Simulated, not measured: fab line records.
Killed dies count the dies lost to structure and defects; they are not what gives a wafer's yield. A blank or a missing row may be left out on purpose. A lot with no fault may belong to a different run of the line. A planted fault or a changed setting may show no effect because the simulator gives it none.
Which of the tools did it? ; flow nand_harc ; Sampling: 24 lots, 72 wafers, 6 of 1302 route steps

== WHAT THE GAUGES SHOWED, per wafer ==
The record holds no reading of a measuring or inspecting step that can be judged against a usual standard deviation.

== WHAT TOOL EACH LOT RAN ON (gives the tool, then ch and the chambers of the sampled wafers, and finally the start) ==
lot;NHARC_A_STAIRCASE_ETCH_232;NHARC_A_STAIRCASE_TRIM_235;NHARC_A_STAIRCASE_STRIP_254;NHARC_A_STAIRCASE_HM_OPEN_457;NHARC_A_STAIRCASE_ETCH_451;NHARC_A_STAIRCASE_HM_DEP_459
L074;rie_diel-07 ch 0,1,3, day 15 20:41 or earlier;rie_diel-07 ch 0,1,3, day 15 20:41 or earlier;plasma_asher-01 ch 0,1, day 15 20:41;rie_diel-03 ch 0,2,3, day 16 04:45 or earlier;rie_diel-03 ch 0,1,3, day 16 04:45 or earlier;acl_dep-01 ch 0, day 16 04:45
L075;rie_diel-03 ch 1,3, day 16 16:13 or earlier;rie_diel-03 ch 0,1,2, day 16 16:13 or earlier;plasma_asher-02 ch 0,1, day 16 16:13;rie_diel-01 ch 0,1,2, day 16 22:56 or earlier;rie_diel-01 ch 0,3, day 16 22:56 or earlier;acl_dep-02 ch 0, day 16 22:56
L076;rie_diel-03 ch 1,3, day 17 02:08 or earlier;rie_diel-03 ch 0,1, day 17 02:08 or earlier;plasma_asher-01 ch 0,1, day 17 02:08;rie_diel-07 ch 0,1,2, day 17 13:52 or earlier;rie_diel-07 ch 0,1,2, day 17 13:52 or earlier;acl_dep-03 ch 0, day 17 13:52
L077;rie_diel-01 ch 0,2,3, day 17 20:18 or earlier;rie_diel-01 ch 1,2,3, day 17 20:18 or earlier;plasma_asher-02 ch 0,1, day 17 20:18;rie_diel-03 ch 0,1, day 18 05:53 or earlier;rie_diel-03 ch 0,2,3, day 18 05:53 or earlier;acl_dep-02 ch 0, day 18 05:53
L078;rie_diel-07 ch 1,2,3, day 18 05:27 or earlier;rie_diel-07 ch 1,3, day 18 05:27 or earlier;plasma_asher-02 ch 0,1, day 18 05:27;rie_diel-03 ch 1,2, day 18 13:52 or earlier;rie_diel-03 ch 1,2, day 18 13:52 or earlier;acl_dep-02 ch 0, day 18 13:52
L080;rie_diel-07 ch 1,2, day 18 11:52 or earlier;rie_diel-07 ch 0,2,3, day 18 11:52 or earlier;plasma_asher-01 ch 0,1, day 18 11:52;rie_diel-07 ch 0,1,3, day 18 20:53 or earlier;rie_diel-07 ch 0,3, day 18 20:53 or earlier;acl_dep-03 ch 0, day 18 20:53
L079;rie_diel-07 ch 0,2,3, day 18 18:11 or earlier;rie_diel-07 ch 0,1, day 18 18:11 or earlier;plasma_asher-01 ch 0,1, day 18 18:11;rie_diel-07 ch 1,2,3, day 19 03:30 or earlier;rie_diel-07 ch 0,1, day 19 03:30 or earlier;acl_dep-01 ch 0, day 19 03:30
L081;rie_diel-07 ch 0,1, day 19 08:29 or earlier;rie_diel-07 ch 0,1,3, day 19 08:29 or earlier;plasma_asher-01 ch 0,1, day 19 08:29;rie_diel-01 ch 0,2,3, day 19 18:55 or earlier;rie_diel-01 ch 0,2, day 19 18:55 or earlier;acl_dep-03 ch 0, day 19 18:55
L082;rie_diel-03 ch 2,3, day 19 19:38 or earlier;rie_diel-03 ch 0,2,3, day 19 19:38 or earlier;plasma_asher-02 ch 0,1, day 19 19:38;rie_diel-07 ch 0,2,3, day 20 04:13 or earlier;rie_diel-07 ch 0,1, day 20 04:13 or earlier;acl_dep-02 ch 0, day 20 04:13
L083;rie_diel-01 ch 0,1,3, day 20 12:14 or earlier;rie_diel-01 ch 0,1,3, day 20 12:14 or earlier;plasma_asher-01 ch 0,1, day 20 12:14;rie_diel-03 ch 0,1,3, day 20 21:08 or earlier;rie_diel-03 ch 2,3, day 20 21:08 or earlier;acl_dep-02 ch 0, day 20 21:08
L085;rie_diel-03 ch 0,1,3, day 20 23:03 or earlier;rie_diel-03 ch 0,2, day 20 23:03 or earlier;plasma_asher-01 ch 0,1, day 20 23:03;rie_diel-07 ch 0,1,3, day 21 09:10 or earlier;rie_diel-07 ch 1,2, day 21 09:10 or earlier;acl_dep-02 ch 0, day 21 09:10
L084;rie_diel-01 ch 1,2, day 21 00:55 or earlier;rie_diel-01 ch 0,3, day 21 00:55 or earlier;plasma_asher-01 ch 0, day 21 00:55;rie_diel-07 ch 1,2,3, day 21 11:37 or earlier;rie_diel-07 ch 1,3, day 21 11:37 or earlier;acl_dep-01 ch 0, day 21 11:37
L086;rie_diel-01 ch 0,1,2, day 21 07:16 or earlier;rie_diel-01 ch 2,3, day 21 07:16 or earlier;plasma_asher-01 ch 0,1, day 21 07:16;rie_diel-03 ch 0,1, day 21 16:59 or earlier;rie_diel-03 ch 1,2,3, day 21 16:59 or earlier;acl_dep-01 ch 0, day 21 16:59
L088;rie_diel-03 ch 0,1,3, day 21 18:28 or earlier;rie_diel-03 ch 0,2, day 21 18:28 or earlier;plasma_asher-02 ch 0,1, day 21 18:28;rie_diel-07 ch 1,2, day 22 03:45 or earlier;rie_diel-07 ch 0,2,3, day 22 03:45 or earlier;acl_dep-01 ch 0, day 22 03:45
L087;rie_diel-01 ch 1,2,3, day 21 19:43 or earlier;rie_diel-01 ch 1,2,3, day 21 19:43 or earlier;plasma_asher-02 ch 0,1, day 21 19:43;rie_diel-01 ch 0,2, day 22 05:11 or earlier;rie_diel-01 ch 0,2, day 22 05:11 or earlier;acl_dep-03 ch 0, day 22 05:11
L089;rie_diel-07 ch 0,2,3, day 22 00:49 or earlier;rie_diel-07 ch 0,3, day 22 00:49 or earlier;plasma_asher-02 ch 0,1, day 22 00:49;rie_diel-01 ch 1,2,3, day 22 08:02 or earlier;rie_diel-01 ch 1,2, day 22 08:02 or earlier;acl_dep-02 ch 0, day 22 08:02
L090;rie_diel-03 ch 0,1,3, day 22 15:32 or earlier;rie_diel-03 ch 1,3, day 22 15:32 or earlier;plasma_asher-02 ch 1, day 22 15:32;rie_diel-01 ch 0,3, day 22 22:13 or earlier;rie_diel-01 ch 0,2, day 22 22:13 or earlier;acl_dep-01 ch 0, day 22 22:13
L091;rie_diel-01 ch 0,1,2, day 23 00:28 or earlier;rie_diel-01 ch 1,2, day 23 00:28 or earlier;plasma_asher-02 ch 0,1, day 23 00:28;rie_diel-07 ch 1,2,3, day 23 08:49 or earlier;rie_diel-07 ch 2,3, day 23 08:49 or earlier;acl_dep-01 ch 0, day 23 08:49
L093;rie_diel-01 ch 0,1,2, day 23 22:50 or earlier;rie_diel-01 ch 0,2, day 23 22:50 or earlier;plasma_asher-02 ch 0,1, day 23 22:50;rie_diel-01 ch 2,3, day 24 08:48 or earlier;rie_diel-01 ch 0,2, day 24 08:48 or earlier;acl_dep-02 ch 0, day 24 08:48
L092;rie_diel-07 ch 0,3, day 23 23:47 or earlier;rie_diel-07 ch 2,3, day 23 23:47 or earlier;plasma_asher-01 ch 1, day 23 23:47;rie_diel-01 ch 0,2, day 24 10:25 or earlier;rie_diel-01 ch 1,3, day 24 10:25 or earlier;acl_dep-03 ch 0, day 24 10:25
L094;rie_diel-07 ch 0,1,3, day 24 10:29 or earlier;rie_diel-07 ch 0,1, day 24 10:29 or earlier;plasma_asher-02 ch 0,1, day 24 10:29;rie_diel-07 ch 0,2, day 24 19:26 or earlier;rie_diel-07 ch 1,2, day 24 19:26 or earlier;acl_dep-01 ch 0, day 24 19:26
L095;rie_diel-07 ch 0,3, day 24 20:25 or earlier;rie_diel-07 ch 0,2, day 24 20:25 or earlier;plasma_asher-01 ch 0,1, day 24 20:25;rie_diel-07 ch 1,2,3, day 25 05:14 or earlier;rie_diel-07 ch 0,1,2, day 25 05:14 or earlier;acl_dep-01 ch 0, day 25 05:14
L096;rie_diel-03 ch 0,2,3, day 25 19:10 or earlier;rie_diel-03 ch 0,2,3, day 25 19:10 or earlier;plasma_asher-01 ch 0,1, day 25 19:10;rie_diel-01 ch 0,1, day 26 04:02 or earlier;rie_diel-01 ch 0,1, day 26 04:02 or earlier;acl_dep-01 ch 0, day 26 04:02
L097;rie_diel-03 ch 0,2,3, day 26 04:36 or earlier;rie_diel-03 ch 0,1,2, day 26 04:36 or earlier;plasma_asher-01 ch 0,1, day 26 04:36;rie_diel-03 ch 0,2,3, day 26 12:47 or earlier;rie_diel-03 ch 0,2, day 26 12:47 or earlier;acl_dep-03 ch 0, day 26 12:47
- NHARC_A_STAIRCASE_ETCH_232: etches the open film in C4F8/O2, target depth 100 nm, time 40.5 s.
- NHARC_A_STAIRCASE_TRIM_235: chemistry O2, time 211.2 s.
- NHARC_A_STAIRCASE_STRIP_254: strips in O2.
- NHARC_A_STAIRCASE_HM_OPEN_457: chemistry O2/COS.
- NHARC_A_STAIRCASE_ETCH_451: etches the open film in CF4/O2, target depth 30 nm, overetch 3 nm, time 16.5 s.
- NHARC_A_STAIRCASE_HM_DEP_459: deposits aC, target thk 1500 nm.

== WHAT THE TOOLS THEMSELVES READ (means of the sampled wafers that have a number; where no wafer has one, the mark that the record gives instead) ==
NHARC_A_STAIRCASE_ETCH_232. Usual: oes_product_au 0.949 a.u., standard deviation 0.014; rf_vpp_V 896 V, standard deviation 6.2.
lot;tool;oes_product_au (a.u.);rf_vpp_V (V);flag
L074;rie_diel-07;0.937;899;
L075;rie_diel-03;0.947;899;
L076;rie_diel-03;0.950;897;
L077;rie_diel-01;0.941;893;
L078;rie_diel-07;0.955;897;
L080;rie_diel-07;0.956;896;
L079;rie_diel-07;0.959;902;
L081;rie_diel-07;0.935;893;
L082;rie_diel-03;0.964;892;
L083;rie_diel-01;0.947;895;
L085;rie_diel-03;0.967;896;
L084;rie_diel-01;0.951;889;
L086;rie_diel-01;0.943;896;
L088;rie_diel-03;0.956;896;
L087;rie_diel-01;0.965;890;
L089;rie_diel-07;0.962;901;
L090;rie_diel-03;0.949;896;
L091;rie_diel-01;0.956;895;
L093;rie_diel-01;0.949;895;
L092;rie_diel-07;0.946;902;
L094;rie_diel-07;0.935;897;
L095;rie_diel-07;0.938;903;
L096;rie_diel-03;0.933;897;
L097;rie_diel-03;0.953;897;

NHARC_A_STAIRCASE_TRIM_235. Usual: drypump_motor_current_A 5.7 A, standard deviation 0.46; oes_product_au 1.006 a.u., standard deviation 0.012; rf_vpp_V 57.8 V, standard deviation 0.91; showerhead_plenum_p_Torr 3.55 Torr, standard deviation 0.17; throttle_valve_pct 17.037 %, standard deviation 0.0095.
lot;tool;drypump_motor_current_A (A);oes_product_au (a.u.);rf_vpp_V (V);showerhead_plenum_p_Torr (Torr);throttle_valve_pct (%);flag
L074;rie_diel-07;5.7;1.006;57.8;3.60;17.031;
L075;rie_diel-03;5.8;1.015;57.5;3.47;17.040;
L076;rie_diel-03;5.8;1.009;57.4;3.59;17.030;
L077;rie_diel-01;5.5;1.005;58.0;3.39;17.042;
L078;rie_diel-07;5.7;1.017;57.2;3.58;17.039;
L080;rie_diel-07;5.9;1.017;58.2;3.70;17.036;
L079;rie_diel-07;5.7;1.000;57.6;3.60;17.038;
L081;rie_diel-07;5.7;1.008;58.6;3.59;17.031;
L082;rie_diel-03;5.6;1.009;57.4;3.41;17.037;
L083;rie_diel-01;5.4;1.005;58.0;3.52;17.027;
L085;rie_diel-03;5.7;0.997;58.1;3.69;17.031;
L084;rie_diel-01;5.1;1.000;57.6;3.60;17.044;
L086;rie_diel-01;5.1;1.003;57.1;3.33;17.040;
L088;rie_diel-03;5.7;0.986;58.2;3.69;17.038;
L087;rie_diel-01;5.5;1.000;57.1;3.37;17.035;
L089;rie_diel-07;5.9;1.005;58.4;3.71;17.034;
L090;rie_diel-03;6.0;1.034;57.6;3.52;17.035;
L091;rie_diel-01;5.8;0.996;56.6;3.40;17.034;
L093;rie_diel-01;5.2;1.001;57.8;3.57;17.034;
L092;rie_diel-07;5.9;1.000;58.8;3.64;17.043;
L094;rie_diel-07;5.8;0.993;57.8;3.58;17.031;
L095;rie_diel-07;5.9;0.993;57.6;3.68;17.032;
L096;rie_diel-03;5.6;1.008;57.5;3.56;17.042;
L097;rie_diel-03;5.8;1.011;58.6;3.61;17.038;

NHARC_A_STAIRCASE_STRIP_254. Usual: drypump_motor_current_A 5.6 A, standard deviation 0.4; heater_power_w 339 W, standard deviation 35.
lot;tool;drypump_motor_current_A (A);heater_power_w (W);flag
L074;plasma_asher-01;5.4;361;
L075;plasma_asher-02;6.0;299;
L076;plasma_asher-01;5.2;376;
L077;plasma_asher-02;5.8;306;
L078;plasma_asher-02;6.0;297;
L080;plasma_asher-01;5.2;375;
L079;plasma_asher-01;5.2;374;
L081;plasma_asher-01;5.2;375;
L082;plasma_asher-02;5.8;315;
L083;plasma_asher-01;5.2;376;
L085;plasma_asher-01;5.4;361;
L084;plasma_asher-01;5.0;398;
L086;plasma_asher-01;5.4;362;
L088;plasma_asher-02;5.8;312;
L087;plasma_asher-02;5.8;310;
L089;plasma_asher-02;5.8;310;
L090;plasma_asher-02;6.2;295;
L091;plasma_asher-02;5.8;315;
L093;plasma_asher-02;5.8;314;
L092;plasma_asher-01;5.6;359;
L094;plasma_asher-02;5.8;313;
L095;plasma_asher-01;5.4;363;
L096;plasma_asher-01;5.4;358;
L097;plasma_asher-01;5.2;365;

NHARC_A_STAIRCASE_HM_OPEN_457. Usual: drypump_motor_current_A 5.7 A, standard deviation 0.44; oes_product_au 1.003 a.u., standard deviation 0.012; rf_vpp_V 467 V, standard deviation 3.4; showerhead_plenum_p_Torr 3.13 Torr, standard deviation 0.16; throttle_valve_pct 28.331 %, standard deviation 0.0095.
lot;tool;drypump_motor_current_A (A);oes_product_au (a.u.);rf_vpp_V (V);showerhead_plenum_p_Torr (Torr);throttle_valve_pct (%);flag
L074;rie_diel-03;5.6;0.998;465;3.03;28.331;
L075;rie_diel-01;5.5;0.996;467;3.11;28.334;
L076;rie_diel-07;5.8;1.007;469;3.16;28.346;
L077;rie_diel-03;5.8;0.993;468;3.17;28.340;
L078;rie_diel-03;6.2;0.997;463;3.01;28.332;
L080;rie_diel-07;5.7;1.011;468;3.18;28.334;
L079;rie_diel-07;5.7;1.017;466;3.14;28.334;
L081;rie_diel-01;5.2;1.006;466;3.06;28.328;
L082;rie_diel-07;5.9;1.013;471;3.27;28.342;
L083;rie_diel-03;5.6;1.012;467;3.11;28.335;
L085;rie_diel-07;5.7;0.990;468;3.17;28.324;
L084;rie_diel-07;5.7;1.007;467;3.13;28.321;
L086;rie_diel-03;5.8;1.005;468;3.15;28.333;
L088;rie_diel-07;5.7;1.010;468;3.10;28.337;
L087;rie_diel-01;5.2;0.997;467;3.16;28.339;
L089;rie_diel-01;5.5;0.995;465;2.98;28.330;
L090;rie_diel-01;5.1;1.003;468;3.18;28.329;
L091;rie_diel-07;5.7;1.009;467;3.12;28.341;
L093;rie_diel-01;5.2;0.997;462;2.92;28.334;
L092;rie_diel-01;5.3;0.984;466;3.03;28.335;
L094;rie_diel-07;5.9;0.995;470;3.26;28.336;
L095;rie_diel-07;5.7;1.002;467;3.12;28.335;
L096;rie_diel-01;5.4;1.003;469;3.20;28.323;
L097;rie_diel-03;5.6;1.017;468;3.15;28.331;

NHARC_A_STAIRCASE_ETCH_451. Usual: drypump_motor_current_A 5.6 A, standard deviation 0.43; oes_product_au 1.003 a.u., standard deviation 0.013; rf_vpp_V 197.8 V, standard deviation 1.6; showerhead_plenum_p_Torr 1.34 Torr, standard deviation 0.069; throttle_valve_pct 13.397 %, standard deviation 0.0094.
lot;tool;drypump_motor_current_A (A);oes_product_au (a.u.);rf_vpp_V (V);showerhead_plenum_p_Torr (Torr);throttle_valve_pct (%);flag
L074;rie_diel-03;5.6;1.004;197.8;1.34;13.400;
L075;rie_diel-01;5.0;0.999;198.8;1.37;13.386;
L076;rie_diel-07;5.7;1.005;197.7;1.35;13.399;
L077;rie_diel-03;5.6;1.015;197.1;1.29;13.401;
L078;rie_diel-03;6.3;1.000;197.5;1.33;13.393;
L080;rie_diel-07;5.9;1.004;198.9;1.42;13.395;
L079;rie_diel-07;5.7;1.000;198.4;1.36;13.390;
L081;rie_diel-01;5.2;1.003;198.4;1.36;13.393;
L082;rie_diel-07;5.6;0.994;196.3;1.30;13.401;
L083;rie_diel-03;5.9;1.016;198.5;1.36;13.400;
L085;rie_diel-07;5.6;1.005;197.0;1.28;13.402;
L084;rie_diel-07;5.7;1.003;198.2;1.35;13.408;
L086;rie_diel-03;6.1;1.014;199.1;1.38;13.389;
L088;rie_diel-07;5.9;0.997;199.0;1.40;13.405;
L087;rie_diel-01;5.3;0.996;196.7;1.30;13.406;
L089;rie_diel-01;5.8;1.005;195.7;1.29;13.393;
L090;rie_diel-01;5.2;1.006;198.3;1.35;13.405;
L091;rie_diel-07;5.8;1.007;198.7;1.39;13.385;
L093;rie_diel-01;5.3;0.995;196.7;1.30;13.393;
L092;rie_diel-01;5.3;0.997;197.0;1.28;13.396;
L094;rie_diel-07;5.8;1.007;197.7;1.33;13.397;
L095;rie_diel-07;5.7;0.996;197.9;1.34;13.389;
L096;rie_diel-01;5.7;1.010;197.6;1.33;13.401;
L097;rie_diel-03;5.7;0.996;197.9;1.39;13.398;

NHARC_A_STAIRCASE_HM_DEP_459. Usual: throttle_valve_pct at 34.999 %, with a standard deviation of 0.0092.
lot;tool;throttle_valve_pct (%);flag
L074;acl_dep-01;35.007;
L075;acl_dep-02;34.995;
L076;acl_dep-03;34.999;
L077;acl_dep-02;35.007;
L078;acl_dep-02;34.998;
L080;acl_dep-03;35.001;
L079;acl_dep-01;34.989;
L081;acl_dep-03;34.996;
L082;acl_dep-02;34.996;
L083;acl_dep-02;34.999;
L085;acl_dep-02;35.003;
L084;acl_dep-01;35.003;
L086;acl_dep-01;34.995;
L088;acl_dep-01;34.994;
L087;acl_dep-03;35.004;
L089;acl_dep-02;35.007;
L090;acl_dep-01;34.995;
L091;acl_dep-01;34.995;
L093;acl_dep-02;35.005;
L092;acl_dep-03;34.992;
L094;acl_dep-01;34.997;
L095;acl_dep-01;35.000;
L096;acl_dep-01;34.999;
L097;acl_dep-03;34.996;

== THE ANSWER, worked out from the rows above alone ==
Rule: a lot counts as off when the mean over its wafers that have a number is more than 3 standard deviations away from the usual mean. Also off: a lot with no number at a reading for which 4 or more lots have one. Where the step has rows for the other lots, those lots are counted as sound. After the gauges, taken in route order, come the tools' own readings; for these a lot's mean is taken, as printed above. At the first step where some lot is off, the reading lying furthest off is the one used; lots without a number count as furthest.
No lot is off at any reading shown: from this, nothing can be told.

== WHAT THE SIMULATOR HAD PUT IN ==
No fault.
